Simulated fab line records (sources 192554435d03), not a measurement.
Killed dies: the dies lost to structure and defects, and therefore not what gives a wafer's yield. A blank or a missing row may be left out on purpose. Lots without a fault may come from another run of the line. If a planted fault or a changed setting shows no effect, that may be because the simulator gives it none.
One fault seen from 2 desks + flow n5Finfet + numbers are kept per desk, each desk with only its own; the story behind them comes last

AT THE METROLOGY DESK
What the gauges read, lot by lot, whatever tool the lot ran on: means of the sampled wafers that have a number. If a lot's mean is further than 4 standard deviations from the usual mean, the lot is out of limits and carries the mark OUT (the distance appears in the brackets).
Columns: A = M7_THK at N5_BEOL_M7_THK_MEAS_53, usual 78.8 nm; B = M7_RS at N5_BEOL_M7_RS_MEAS_57, usual 0.287 ohm/sq
| lot  | first seen here | A    | B     |
|------|-----------------|------|-------|
| L414 | day 9 23:32     | 77.8 | 0.291 |
| L419 | day 10 17:10    | 78.2 | 0.288 |
| L425 | day 12 21:05    | 79.0 | 0.288 |
| L426 | day 14 07:59    | 78.9 | 0.284 |
| L432 | day 16 04:41    | 80.7 | 0.282 |
| L431 | day 16 08:32    | 78.3 | 0.288 |
Result from this desk: across the 6 lots, nothing is out of limits.

AT THE TOOL OWNER'S DESK: pecvd-04
The tool's own readings at N5_BEOL_M7_DEP_56 (deposits SiCN from 3MS/NH3, target thk 10 nm, time 17.5 s): means of the sampled wafers that have a number, for each lot that ran on this tool. If a lot's mean is further than 4 standard deviations from the usual mean, the lot is out of limits and carries the mark OUT (the distance appears in the brackets).
Columns: A = showerheadPlenumPTorr at N5_BEOL_M7_DEP_56, usual 3.666 Torr; B = throttleValvePct at N5_BEOL_M7_DEP_56, usual 9.1 %
| lot  | first seen here | A     | B    |
|------|-----------------|-------|------|
| L425 | day 12 21:09    | 3.661 | 9.1  |
| L432 | day 16 04:45    | 3.670 | 10.0 |
| L431 | day 16 08:36    | 3.662 | 8.7  |
Result from this desk: across the 3 lots, nothing is out of limits.

PUT TOGETHER
From the metrology desk's view, nothing was out of limits.
The desk of the tool owner found nothing out of limits.

WHAT THE SIMULATOR HAD PUT IN
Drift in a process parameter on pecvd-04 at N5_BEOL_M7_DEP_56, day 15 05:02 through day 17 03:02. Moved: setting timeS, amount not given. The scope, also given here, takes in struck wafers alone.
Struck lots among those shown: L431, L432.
